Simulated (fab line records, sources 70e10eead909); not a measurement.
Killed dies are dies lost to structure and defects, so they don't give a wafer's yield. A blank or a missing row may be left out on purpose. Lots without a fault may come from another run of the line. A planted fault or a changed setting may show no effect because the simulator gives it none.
Which tool did it? | flow nand_harc | 14 lots, 38 wafers sampled, at 6 steps of a route of 1302

WHAT THE GAUGES READ, wafer by wafer
NHARC_A_SOURCE_PLATE_THK_MEAS_06: measures by ellipsometry. Usual: thk_nm 199.5 nm, standard deviation 2.3.
lot  | measured     | on            | thk_nm (nm)       | flag
L773 | day 8 06:01  | film_metro-01 | 201.6 201.0 201.1 |
L775 | day 8 23:57  | film_metro-01 | 197.1 198.8 197.0 |
L776 | day 9 18:38  | film_metro-02 | 203.0 203.6 202.6 |
L779 | day 10 16:12 | film_metro-01 | 201.1 203.7 202.0 |
L781 | day 11 10:44 | film_metro-02 | 197.6             |
L783 | day 12 12:38 | film_metro-01 | 200.3             |
L786 | day 13 17:29 | film_metro-01 | 200.4 199.7 199.0 |
L788 | day 14 09:53 | film_metro-02 | 197.4 195.5 194.9 |
L790 | day 15 08:28 | film_metro-02 | 198.3 198.5 197.9 |
L791 | day 15 08:28 | film_metro-01 | 197.2 199.4 196.9 |
L792 | day 16 03:43 | film_metro-02 | 198.5 199.1 197.5 |
L793 | day 16 13:07 | film_metro-01 | 200.4 199.9 200.0 |
L794 | day 16 21:32 | film_metro-01 | 197.8 199.4 198.7 |
L795 | day 17 08:33 | film_metro-02 | 199.8 200.8 199.3 |

NHARC_A_SOURCE_PLATE_INSPECT_08. Usual: raw_defect_count 58, standard deviation 23.
lot  | measured     | on                | raw_defect_count | flag
L773 | day 8 06:07  | defect_inspect-01 | 30 34 47         |
L775 | day 9 00:01  | defect_inspect-02 | 47 57 88         |
L776 | day 9 18:43  | defect_inspect-01 | 42 66 31         |
L779 | day 10 16:16 | defect_inspect-02 | 64 102 56        |
L781 | day 11 10:48 | defect_inspect-02 | 26               |
L783 | day 12 12:43 | defect_inspect-01 | 56               |
L786 | day 13 17:32 | defect_inspect-02 | 68 63 61         |
L788 | day 14 09:56 | defect_inspect-01 | 50 60 36         |
L790 | day 15 08:31 | defect_inspect-01 | 81 75 95         |
L791 | day 15 08:31 | defect_inspect-02 | 50 49 35         |
L792 | day 16 03:47 | defect_inspect-02 | 48 41 35         |
L793 | day 16 13:11 | defect_inspect-02 | 45 49 34         |
L794 | day 16 21:36 | defect_inspect-02 | 44 48 31         |
L795 | day 17 08:40 | defect_inspect-01 | 41 46 62         |

NHARC_A_ONON_D1_THK_MEAS_11: measures by ellipsometry. Usual: thk_nm 997 nm, standard deviation 9.2.
lot  | measured     | on            | thk_nm (nm)    | flag
L773 | day 8 08:25  | film_metro-02 | 993 991 993    |
L775 | day 9 02:18  | film_metro-01 | 1000 1001 1000 |
L776 | day 9 20:59  | film_metro-02 | 993 993 993    |
L779 | day 10 18:33 | film_metro-02 | 980 977 977    |
L781 | day 11 13:04 | film_metro-01 | 1004           |
L783 | day 12 15:07 | film_metro-01 | 1001           |
L786 | day 13 19:48 | film_metro-02 | 1012 1011 1011 |
L788 | day 14 12:15 | film_metro-02 | 991 993 992    |
L790 | day 15 10:47 | film_metro-01 | 985 985 985    |
L791 | day 15 10:48 | film_metro-02 | 998 997 997    |
L792 | day 16 06:04 | film_metro-02 | 994 995 994    |
L793 | day 16 15:28 | film_metro-01 | 991 991 993    |
L794 | day 16 23:56 | film_metro-01 | 1004 1003 1002 |
L795 | day 17 10:58 | film_metro-02 | 1006 1006 1007 |

NHARC_A_ONON_D1_THK_MEAS_30: measures by ellipsometry. Usual: thk_nm 999 nm, standard deviation 11.
lot  | measured     | on            | thk_nm (nm)    | flag
L773 | day 8 19:01  | film_metro-02 | 981 979 982    |
L775 | day 9 14:47  | film_metro-01 | 983 983 982    |
L776 | day 10 07:35 | film_metro-02 | 1004 1006 1003 |
L779 | day 11 08:50 | film_metro-02 | 1009 1009 1008 |
L781 | day 11 23:40 | film_metro-02 | 1561 1561      | OFF
L783 | day 13 01:47 | film_metro-02 | 1560 1561      | OFF
L786 | day 14 06:26 | film_metro-02 | 992 991 991    |
L788 | day 14 22:52 | film_metro-01 | 1000 999 1001  |
L790 | day 15 23:56 | film_metro-02 | 1003 1003 1004 |
L791 | day 15 23:56 | film_metro-01 | 1002 1004 1004 |
L792 | day 16 16:40 | film_metro-01 | 1005 1005 1006 |
L793 | day 17 02:05 | film_metro-01 | 1013 1011 1013 |
L794 | day 17 12:54 | film_metro-01 | 979 979 978    |
L795 | day 17 21:33 | film_metro-01 | 1007 1006 1005 |

NHARC_END_SORT_01. Usual: killed_at_array 53, standard deviation 19; killed_at_other 0.8, standard deviation 1.2; killed_at_periphery 3.7, standard deviation 2.3; killed_dies 57, standard deviation 19; killed_open 3.2, standard deviation 1.7; killed_short 2.6, standard deviation 1.8.
lot  | measured     | on        | killed_at_array | killed_at_other | killed_at_periphery | killed_dies | killed_open | killed_short | flag
L773 | day 25 04:31 | prober-02 | 56 57 57        | 1 0 0           | 3 6 8               | 60 63 65    | 3 2 6       | 4 3 2        |
L775 | day 25 17:05 | prober-02 | 25 37 31        | 0 0 0           | 12 6 6              | 37 43 37    | 5 2 6       | 2 3 4        |
L776 | day 27 00:16 | prober-01 | 85 95 82        | 0 0 0           | 1 3 1               | 86 98 83    | 3 3 0       | 0 3 0        |
L779 | day 27 08:58 | prober-01 | 73 80 64        | 2 0 0           | 1 1 3               | 76 81 67    | 2 4 6       | 1 3 3        |
L781 | day 28 16:36 | prober-01 | 674             | 1               | 2                   | 677         | 4           | 1            | OFF
L783 | day 29 00:25 | prober-01 | 674             | 0               | 3                   | 677         | 2           | 3            | OFF
L786 | day 31 05:14 | prober-01 | 32 25 22        | 0 0 0           | 2 3 3               | 34 28 25    | 2 3 3       | 0 1 2        |
L788 | day 30 20:38 | prober-01 | 51 59 62        | 1 2 0           | 3 3 4               | 55 64 66    | 3 2 3       | 1 1 5        |
L790 | day 32 17:34 | prober-01 | 60 53 66        | 0 0 0           | 3 3 2               | 63 56 68    | 3 2 5       | 3 3 2        |
L791 | day 33 03:26 | prober-01 | 35 29 31        | 1 1 5           | 6 7 10              | 42 37 46    | 2 4 4       | 5 1 2        |
L792 | day 33 11:13 | prober-01 | 45 63 55        | 1 5 1           | 7 6 4               | 53 74 60    | 7 8 3       | 3 0 1        |
L793 | day 33 06:08 | prober-02 | 70 59 59        | 1 3 6           | 2 3 6               | 73 65 71    | 5 5 3       | 4 3 3        |
L794 | day 33 20:31 | prober-01 | 55 52 48        | 0 0 0           | 7 9 2               | 62 61 50    | 3 5 2       | 5 3 1        |
L795 | day 33 15:01 | prober-02 | 50 43 42        | 0 1 2           | 3 3 2               | 53 47 46    | 3 2 2       | 2 3 2        |

WHICH TOOL RAN EACH LOT (tool, then ch and the chambers of the sampled wafers, then the start)
lot  | NHARC_A_ONON_D1_DEP_28
L773 | pecvd_onon-01 ch 0, day 8 18:34
L775 | pecvd_onon-03 ch 0, day 9 14:23
L776 | pecvd_onon-04 ch 0, day 10 07:08
L779 | pecvd_onon-04 ch 0, day 11 08:19
L781 | pecvd_onon-01 ch 0, day 11 23:20
L783 | pecvd_onon-01 ch 0, day 13 01:27
L786 | pecvd_onon-03 ch 0, day 14 05:58
L788 | pecvd_onon-04 ch 0, day 14 22:22
L790 | pecvd_onon-03 ch 0, day 15 23:26
L791 | pecvd_onon-04 ch 0, day 15 23:25
L792 | pecvd_onon-01 ch 0, day 16 16:10
L793 | pecvd_onon-04 ch 0, day 17 01:34
L794 | pecvd_onon-01 ch 0, day 17 12:31
L795 | pecvd_onon-03 ch 0, day 17 21:02
- NHARC_A_ONON_D1_DEP_28: target thk 1000 nm.

WHAT THE TOOLS THEMSELVES READ (means of the sampled wafers that have a number; where no wafer has one, the mark that the record gives instead)
The record holds no such reading with a usual standard deviation.

THE ANSWER, worked out from the rows above alone
Rule: a lot is off if the mean of its wafers that have a number lies more than 3 standard deviations from the usual mean. A lot without any number at a reading at which 4 lots or more have one is off too. The other lots that the step has rows for count as sound. The gauges are gone through in route order, then the tools' own readings, and for those a lot's mean is taken as printed above. The first step at which some lot is off is used, and at that step the reading that is off furthest; a lot without a number counts as furthest.
Off: L781, L783, at NHARC_A_ONON_D1_THK_MEAS_30 (thk_nm).
A tool fits if, at a process step before that reading, it ran every lot that is off, and no sound lot after the first of them. The gauges at NHARC_A_ONON_D1_THK_MEAS_30 aren't tried: what is off there is off at NHARC_END_SORT_01 too, on other tools, and a gauge's error can't cause that. None of those tried fits.

WHAT THE SIMULATOR HAD PUT IN
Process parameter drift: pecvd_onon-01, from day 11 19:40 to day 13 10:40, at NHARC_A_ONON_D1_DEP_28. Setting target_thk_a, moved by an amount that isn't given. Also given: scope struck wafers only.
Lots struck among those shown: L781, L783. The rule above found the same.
